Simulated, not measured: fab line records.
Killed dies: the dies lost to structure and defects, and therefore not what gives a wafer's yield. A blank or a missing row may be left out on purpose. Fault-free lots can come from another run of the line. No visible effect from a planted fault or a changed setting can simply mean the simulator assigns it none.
Chamber matching    flow n5 finfet    N5_BEOL_M0_SAQP_ETCH_83 on rie diel-05: 4 sister chambers
The step etches SiARC in CF4, target depth 39 nm, time 65 s. 14 wafers are shown with their chamber, then 7 later ones without.

## EACH WAFER AND ITS CHAMBER
wafer   chamber  drypump motor current A (A)  showerhead plenum p Torr (Torr)  throttle valve pct (%)
L078.1  2        5.4                          2.25                             15.42
L078.4  0        6.4                          2.10                             15.71
L078.5  3        5.3                          2.13                             15.58
L080.2  0        6.3                          2.09                             15.75
L080.5  1        5.3                          2.26                             15.32
L080.6  0        6.3                          2.09                             15.73
L083.2  1        5.3                          2.26                             15.35
L083.5  2        5.4                          2.25                             15.44
L083.6  1        5.3                          2.26                             15.36
L086.3  2        5.4                          2.25                             15.45
L086.4  1        5.3                          2.26                             15.35
L086.5  3        5.3                          2.12                             15.60
L087.1  0        6.3                          2.09                             15.75
L087.4  3        5.3                          2.12                             15.61

SIGNATURES (averages over the wafers above)
reading                   chamber 0  chamber 1  chamber 2  chamber 3  scatter within a chamber
drypump motor current A   6.325      5.300      5.400      5.300      0.0274
showerhead plenum p Torr  2.0925     2.2600     2.2500     2.1233     0.00376
throttle valve pct        15.7350    15.3450    15.4367    15.5967    0.0171
Rule: a wafer lies at a distance from a chamber equal to the root of the sum of squares, over the readings, of (its reading less the chamber's mean, divided by the reading's scatter). If the next closest chamber is less than 2 further off than the closest, the wafer can't be placed; otherwise it belongs to the closest. The scatter: take each reading less its chamber's mean, square it, sum over the shown wafers, divide by the number of wafers less the number of chambers, and take the root.

## WAFERS WITHOUT THEIR CHAMBER
wafer   drypump motor current A (A)  showerhead plenum p Torr (Torr)  throttle valve pct (%)
L087.5  6.3                          2.09                             15.73
L095.1  5.4                          2.24                             15.46
L095.2  6.3                          2.09                             15.78
L095.3  5.3                          2.12                             15.65
L096.1  5.4                          2.24                             15.49
L096.3  5.3                          2.25                             15.38
L096.4  6.3                          2.09                             15.78

## THE CHAMBER EACH PASSED THROUGH
wafer   from the rows above      in truth
L087.5  0                        0
L095.1  2                        2
L095.2  0                        0
L095.3  3                        3
L096.1  2                        2
L096.3  can't be placed: 1 or 2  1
L096.4  0                        0
Correctly placed: 6 of 7. These rows do not allow placing 1 (true chamber among the candidates in 1). Number placed wrongly: 0.
